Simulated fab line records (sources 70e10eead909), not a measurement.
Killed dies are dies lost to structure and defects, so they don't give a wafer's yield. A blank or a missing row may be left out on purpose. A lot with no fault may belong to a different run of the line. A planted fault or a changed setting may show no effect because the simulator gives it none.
The tool behind it: which one? :: flow nand_harc :: Sampling: 12 lots, 36 wafers, 7 of 1159 route steps

== WHAT THE GAUGES SHOWED, per wafer ==
NHARC_A_CONTACT_CD_MEAS_15. Usual: cd_nm 90.0 nm, standard deviation 0.55.
lot: L844
measured: day 17 02:07
on: cd_sem-01
cd_nm (nm): 90.3 89.6 89.6
flag: 

lot: L843
measured: day 17 03:54
on: cd_sem-03
cd_nm (nm): 90.1 90.2 90.2
flag: 

lot: L852
measured: day 18 23:13
on: cd_sem-02
cd_nm (nm): 89.9 90.4 90.1
flag: 

lot: L851
measured: day 19 08:02
on: cd_sem-01
cd_nm (nm): 90.1 90.0 90.5
flag: 

lot: L853
measured: day 19 15:39
on: cd_sem-02
cd_nm (nm): 90.5 90.9 90.2
flag: 

lot: L859
measured: day 20 18:30
on: cd_sem-03
cd_nm (nm): 89.6 89.3 89.5
flag: 

lot: L860
measured: day 20 22:29
on: cd_sem-02
cd_nm (nm): 90.8 89.9 90.2
flag: 

lot: L858
measured: day 21 02:11
on: cd_sem-03
cd_nm (nm): 89.5 89.4 89.6
flag: 

lot: L863
measured: day 21 15:00
on: cd_sem-01
cd_nm (nm): 89.4 89.6 90.3
flag: 

lot: L866
measured: day 22 03:28
on: cd_sem-01
cd_nm (nm): 89.8 89.8 89.9
flag: 

lot: L865
measured: day 22 11:12
on: cd_sem-01
cd_nm (nm): 89.7 90.7 90.1
flag: 

lot: L864
measured: day 22 15:36
on: cd_sem-03
cd_nm (nm): 90.8 90.3 90.6
flag: 

NHARC_A_CONTACT_INSPECT_23. Usual: raw_defect_count 449, standard deviation 140.
lot: L844
measured: day 17 08:43
on: defect_inspect-02
raw_defect_count: 546 413 269
flag: 

lot: L843
measured: day 17 10:58
on: defect_inspect-02
raw_defect_count: 378 337 270
flag: 

lot: L852
measured: day 19 04:38
on: defect_inspect-02
raw_defect_count: 448 656 518
flag: 

lot: L851
measured: day 19 10:28
on: defect_inspect-01
raw_defect_count: 457 508 261
flag: 

lot: L853
measured: day 19 21:34
on: defect_inspect-02
raw_defect_count: 427 427 442
flag: 

lot: L859
measured: day 20 21:41
on: defect_inspect-01
raw_defect_count: 603 390 471
flag: 

lot: L860
measured: day 21 00:56
on: defect_inspect-01
raw_defect_count: 425 504 413
flag: 

lot: L858
measured: day 21 12:06
on: defect_inspect-01
raw_defect_count: 384 953 515
flag: 

lot: L863
measured: day 21 20:04
on: defect_inspect-01
raw_defect_count: 410 569 362
flag: 

lot: L866
measured: day 22 06:23
on: defect_inspect-01
raw_defect_count: 331 283 449
flag: 

lot: L865
measured: day 22 13:38
on: defect_inspect-01
raw_defect_count: 733 666 621
flag: 

lot: L864
measured: day 22 21:52
on: defect_inspect-01
raw_defect_count: 506 576 798
flag: 

NHARC_A_BLC_CD_MEAS_10: the cd target is 100 nm. Usual: cd_nm 100.1 nm, standard deviation 0.5.
lot: L844
measured: day 17 09:14
on: cd_sem-03
cd_nm (nm): 101.2 100.0 100.0
flag: 

lot: L843
measured: day 17 11:20
on: cd_sem-03
cd_nm (nm): 100.8 100.5 100.5
flag: 

lot: L852
measured: day 19 05:08
on: cd_sem-01
cd_nm (nm): 99.8 99.6 100.0
flag: 

lot: L851
measured: day 19 10:59
on: cd_sem-02
cd_nm (nm): 97.0 97.1 96.7
flag: OFF

lot: L853
measured: day 19 22:04
on: cd_sem-03
cd_nm (nm): 97.0 97.2 96.2
flag: OFF

lot: L859
measured: day 20 22:11
on: cd_sem-03
cd_nm (nm): 100.4 99.5 99.3
flag: 

lot: L860
measured: day 21 01:27
on: cd_sem-01
cd_nm (nm): 98.9 99.8 99.5
flag: 

lot: L858
measured: day 21 12:36
on: cd_sem-03
cd_nm (nm): 100.7 100.5 99.9
flag: 

lot: L863
measured: day 21 20:27
on: cd_sem-03
cd_nm (nm): 98.9 98.9 99.2
flag: 

lot: L866
measured: day 22 06:53
on: cd_sem-02
cd_nm (nm): 100.2 100.2 100.2
flag: 

lot: L865
measured: day 22 14:08
on: cd_sem-02
cd_nm (nm): 101.3 101.7 100.2
flag: 

lot: L864
measured: day 22 22:23
on: cd_sem-03
cd_nm (nm): 99.7 100.2 99.8
flag: 

NHARC_A_BLC_CD_MEAS_19. Usual: cd_nm 99.7 nm, standard deviation 1.5.
lot: L844
measured: day 17 10:23
on: cd_sem-03
cd_nm (nm): 102.4 100.1 99.3
flag: 

lot: L843
measured: day 17 12:41
on: cd_sem-01
cd_nm (nm): 99.9 99.2 101.5
flag: 

lot: L852
measured: day 19 06:28
on: cd_sem-03
cd_nm (nm): 99.8 99.9 98.5
flag: 

lot: L851
measured: day 19 12:19
on: cd_sem-01
cd_nm (nm): 96.1 96.2 95.9
flag: 

lot: L853
measured: day 19 23:13
on: cd_sem-02
cd_nm (nm): 96.3 94.5 94.4
flag: OFF

lot: L859
measured: day 20 23:32
on: cd_sem-03
cd_nm (nm): 100.1 99.3 99.7
flag: 

lot: L860
measured: day 21 02:47
on: cd_sem-02
cd_nm (nm): 97.6 99.8 101.9
flag: 

lot: L858
measured: day 21 13:45
on: cd_sem-01
cd_nm (nm): 102.2 99.4 101.1
flag: 

lot: L863
measured: day 21 21:37
on: cd_sem-03
cd_nm (nm): 99.7 98.3 96.7
flag: 

lot: L866
measured: day 22 08:04
on: cd_sem-02
cd_nm (nm): 101.3 100.8 99.3
flag: 

lot: L865
measured: day 22 15:18
on: cd_sem-03
cd_nm (nm): 100.9 101.5 100.7
flag: 

lot: L864
measured: day 22 23:32
on: cd_sem-03
cd_nm (nm): 100.3 101.0 99.9
flag: 

NHARC_END_SORT_01. Usual: killed_at_array 28, standard deviation 11; killed_at_other 0.8, standard deviation 1.3; killed_at_periphery 3.6, standard deviation 2.5; killed_dies 32, standard deviation 11; killed_open 3.0, standard deviation 1.8; killed_short 2.0, standard deviation 1.5.
lot: L843
measured: day 20 13:37
on: prober-01
killed_at_array: 30 21 23
killed_at_other: 0 0 0
killed_at_periphery: 0 3 0
killed_dies: 30 24 23
killed_open: 2 2 3
killed_short: 1 2 0
flag: 

lot: L859
measured: day 23 03:11
on: prober-01
killed_at_array: 35 31 25
killed_at_other: 0 0 0
killed_at_periphery: 2 5 1
killed_dies: 37 36 26
killed_open: 4 6 3
killed_short: 4 0 4
flag: 

lot: L858
measured: day 23 12:03
on: prober-01
killed_at_array: 35 38 38
killed_at_other: 0 1 1
killed_at_periphery: 4 6 1
killed_dies: 39 45 40
killed_open: 4 4 2
killed_short: 7 2 3
flag: 

== WHICH TOOL RAN EACH LOT (tool, then ch and the chambers of the sampled wafers, then the start) ==
lot: L844
NHARC_A_BLC_PEB_08: litho_track-04 ch 0, day 17 09:09
NHARC_A_BLC_ETCH_16: rie_diel-10 ch 0,2, day 17 09:31

lot: L843
NHARC_A_BLC_PEB_08: litho_track-01 ch 0, day 17 11:16
NHARC_A_BLC_ETCH_16: rie_diel-13 ch 1,2, day 17 11:39

lot: L852
NHARC_A_BLC_PEB_08: litho_track-01 ch 0, day 19 05:03
NHARC_A_BLC_ETCH_16: rie_diel-13 ch 0,1, day 19 05:25

lot: L851
NHARC_A_BLC_PEB_08: litho_track-04 ch 0, day 19 10:54
NHARC_A_BLC_ETCH_16: rie_diel-13 ch 0,1,2, day 19 11:16

lot: L853
NHARC_A_BLC_PEB_08: litho_track-04 ch 0, day 19 21:59
NHARC_A_BLC_ETCH_16: rie_diel-06 ch 0,1,2, day 19 22:21

lot: L859
NHARC_A_BLC_PEB_08: litho_track-06 ch 0, day 20 22:07
NHARC_A_BLC_ETCH_16: rie_diel-13 ch 0,1,2, day 20 22:29

lot: L860
NHARC_A_BLC_PEB_08: litho_track-01 ch 0, day 21 01:22
NHARC_A_BLC_ETCH_16: rie_diel-13 ch 0,1,2, day 21 01:44

lot: L858
NHARC_A_BLC_PEB_08: litho_track-06 ch 0, day 21 12:31
NHARC_A_BLC_ETCH_16: rie_diel-10 ch 0,1,2, day 21 12:53

lot: L863
NHARC_A_BLC_PEB_08: litho_track-06 ch 0, day 21 20:22
NHARC_A_BLC_ETCH_16: rie_diel-13 ch 0,3, day 21 20:44

lot: L866
NHARC_A_BLC_PEB_08: litho_track-01 ch 0, day 22 06:49
NHARC_A_BLC_ETCH_16: rie_diel-10 ch 0,2,3, day 22 07:10

lot: L865
NHARC_A_BLC_PEB_08: litho_track-01 ch 0, day 22 14:04
NHARC_A_BLC_ETCH_16: rie_diel-10 ch 1,2,3, day 22 14:26

lot: L864
NHARC_A_BLC_PEB_08: litho_track-01 ch 0, day 22 22:18
NHARC_A_BLC_ETCH_16: rie_diel-10 ch 0,1,3, day 22 22:39
- NHARC_A_BLC_PEB_08: peb time 65 s.
- NHARC_A_BLC_ETCH_16: etches the open film in CF4, target depth 39 nm, time 65 s.

== WHAT THE TOOLS THEMSELVES READ (means of the sampled wafers that have a number; where no wafer has one, the mark that the record gives instead) ==
NHARC_A_BLC_PEB_08. Usual: chill_plate_temp_C 22.98 C, standard deviation 0.11; heater_power_total_W 156.5 W, standard deviation 0.43; plate_temp_C 99.99 C, standard deviation 0.14.
lot: L844
tool: litho_track-04
chill_plate_temp_C (C): 22.91
heater_power_total_W (W): 156.3
plate_temp_C (C): 99.84
flag: 

lot: L843
tool: litho_track-01
chill_plate_temp_C (C): 22.82
heater_power_total_W (W): 156.5
plate_temp_C (C): 100.11
flag: 

lot: L852
tool: litho_track-01
chill_plate_temp_C (C): 23.01
heater_power_total_W (W): 156.8
plate_temp_C (C): 99.90
flag: 

lot: L851
tool: litho_track-04
chill_plate_temp_C (C): 22.90
heater_power_total_W (W): 154.6
plate_temp_C (C): 99.14
flag: OFF

lot: L853
tool: litho_track-04
chill_plate_temp_C (C): 23.00
heater_power_total_W (W): 154.7
plate_temp_C (C): 99.05
flag: OFF

lot: L859
tool: litho_track-06
chill_plate_temp_C (C): 23.01
heater_power_total_W (W): 156.4
plate_temp_C (C): 99.91
flag: 

lot: L860
tool: litho_track-01
chill_plate_temp_C (C): 23.00
heater_power_total_W (W): 156.9
plate_temp_C (C): 99.86
flag: 

lot: L858
tool: litho_track-06
chill_plate_temp_C (C): 22.99
heater_power_total_W (W): 157.0
plate_temp_C (C): 99.99
flag: 

lot: L863
tool: litho_track-06
chill_plate_temp_C (C): 23.07
heater_power_total_W (W): 156.5
plate_temp_C (C): 100.01
flag: 

lot: L866
tool: litho_track-01
chill_plate_temp_C (C): 22.93
heater_power_total_W (W): 156.6
plate_temp_C (C): 100.09
flag: 

lot: L865
tool: litho_track-01
chill_plate_temp_C (C): 23.00
heater_power_total_W (W): 156.7
plate_temp_C (C): 99.99
flag: 

lot: L864
tool: litho_track-01
chill_plate_temp_C (C): 22.87
heater_power_total_W (W): 156.7
plate_temp_C (C): 100.01
flag: 

NHARC_A_BLC_ETCH_16. Usual: cf4_flow_sccm 150.0 sccm, standard deviation 0.48; drypump_motor_current_A 5.8 A, standard deviation 0.59; oes_product_au 0.998 a.u., standard deviation 0.0076; rf_vpp_V 151.7 V, standard deviation 1.1; showerhead_plenum_p_Torr 1.80 Torr, standard deviation 0.062; throttle_valve_pct 13.283 %, standard deviation 0.0087.
lot: L844
tool: rie_diel-10
cf4_flow_sccm (sccm): 150.1
drypump_motor_current_A (A): 6.3
oes_product_au (a.u.): 1.007
rf_vpp_V (V): 152.7
showerhead_plenum_p_Torr (Torr): 1.87
throttle_valve_pct (%): 13.278
flag: 

lot: L843
tool: rie_diel-13
cf4_flow_sccm (sccm): 150.4
drypump_motor_current_A (A): 5.3
oes_product_au (a.u.): 0.991
rf_vpp_V (V): 152.8
showerhead_plenum_p_Torr (Torr): 1.85
throttle_valve_pct (%): 13.285
flag: 

lot: L852
tool: rie_diel-13
cf4_flow_sccm (sccm): 150.7
drypump_motor_current_A (A): 5.5
oes_product_au (a.u.): 0.986
rf_vpp_V (V): 152.4
showerhead_plenum_p_Torr (Torr): 1.80
throttle_valve_pct (%): 13.277
flag: 

lot: L851
tool: rie_diel-13
cf4_flow_sccm (sccm): 150.3
drypump_motor_current_A (A): 5.6
oes_product_au (a.u.): 0.993
rf_vpp_V (V): 151.7
showerhead_plenum_p_Torr (Torr): 1.79
throttle_valve_pct (%): 13.288
flag: 

lot: L853
tool: rie_diel-06
cf4_flow_sccm (sccm): 149.6
drypump_motor_current_A (A): 5.6
oes_product_au (a.u.): 1.001
rf_vpp_V (V): 151.9
showerhead_plenum_p_Torr (Torr): 1.77
throttle_valve_pct (%): 13.286
flag: 

lot: L859
tool: rie_diel-13
cf4_flow_sccm (sccm): 149.8
drypump_motor_current_A (A): 5.6
oes_product_au (a.u.): 0.999
rf_vpp_V (V): 152.0
showerhead_plenum_p_Torr (Torr): 1.79
throttle_valve_pct (%): 13.284
flag: 

lot: L860
tool: rie_diel-13
cf4_flow_sccm (sccm): 150.0
drypump_motor_current_A (A): 5.6
oes_product_au (a.u.): 1.001
rf_vpp_V (V): 151.8
showerhead_plenum_p_Torr (Torr): 1.79
throttle_valve_pct (%): 13.279
flag: 

lot: L858
tool: rie_diel-10
cf4_flow_sccm (sccm): 150.5
drypump_motor_current_A (A): 6.4
oes_product_au (a.u.): 1.001
rf_vpp_V (V): 152.2
showerhead_plenum_p_Torr (Torr): 1.82
throttle_valve_pct (%): 13.289
flag: 

lot: L863
tool: rie_diel-13
cf4_flow_sccm (sccm): 150.5
drypump_motor_current_A (A): 5.9
oes_product_au (a.u.): 0.992
rf_vpp_V (V): 151.2
showerhead_plenum_p_Torr (Torr): 1.76
throttle_valve_pct (%): 13.283
flag: 

lot: L866
tool: rie_diel-10
cf4_flow_sccm (sccm): 149.7
drypump_motor_current_A (A): 5.9
oes_product_au (a.u.): 0.995
rf_vpp_V (V): 152.3
showerhead_plenum_p_Torr (Torr): 1.84
throttle_valve_pct (%): 13.284
flag: 

lot: L865
tool: rie_diel-10
cf4_flow_sccm (sccm): 150.0
drypump_motor_current_A (A): 5.9
oes_product_au (a.u.): 1.000
rf_vpp_V (V): 151.0
showerhead_plenum_p_Torr (Torr): 1.79
throttle_valve_pct (%): 13.285
flag: 

lot: L864
tool: rie_diel-10
cf4_flow_sccm (sccm): 150.1
drypump_motor_current_A (A): 5.9
oes_product_au (a.u.): 1.000
rf_vpp_V (V): 152.1
showerhead_plenum_p_Torr (Torr): 1.78
throttle_valve_pct (%): 13.282
flag: 

== THE ANSWER, worked out from the rows above alone ==
Rule: a lot is off if the mean of its wafers that have a number lies more than 3 standard deviations from the usual mean. A lot without any number at a reading at which 4 lots or more have one is off too. All remaining lots with rows at the step are treated as sound. First the gauges in route order, then the tools' own readings, where a lot's mean is used as printed above. The first step at which some lot is off is used, and at that step the reading that is off furthest; a lot without a number counts as furthest.
Off: L851, L853, at NHARC_A_BLC_CD_MEAS_10 (cd_nm).
A tool fits if, at a process step before that reading, it ran every lot that is off, and no sound lot after the first of them. The gauges at NHARC_A_BLC_CD_MEAS_10 aren't tried: what is off there is off at NHARC_A_BLC_PEB_08 too, on other tools, and a gauge's error can't cause that. One fits: NHARC_A_BLC_PEB_08 on litho_track-04. A fault onset in the window from L844 (day 17 09:09, its last sound lot) to L851 (day 19 10:54, its first lot off) fits.
The tool's own readings at NHARC_A_BLC_PEB_08 bear it out: on the lots that are off they differ by more than 5 times the standard deviation of the sound lots' means. heater_power_total_W reads 154.6 W there against 156.6 W on the sound lots; plate_temp_C reads 99.09 C there against 99.97 C on the sound lots.

== WHAT HAD BEEN PUT IN BY THE SIMULATOR ==
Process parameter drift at NHARC_A_BLC_PEB_08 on litho_track-04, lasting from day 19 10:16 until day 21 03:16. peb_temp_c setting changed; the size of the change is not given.
Struck lots among those shown: L851, L853. Same finding as the rule above.
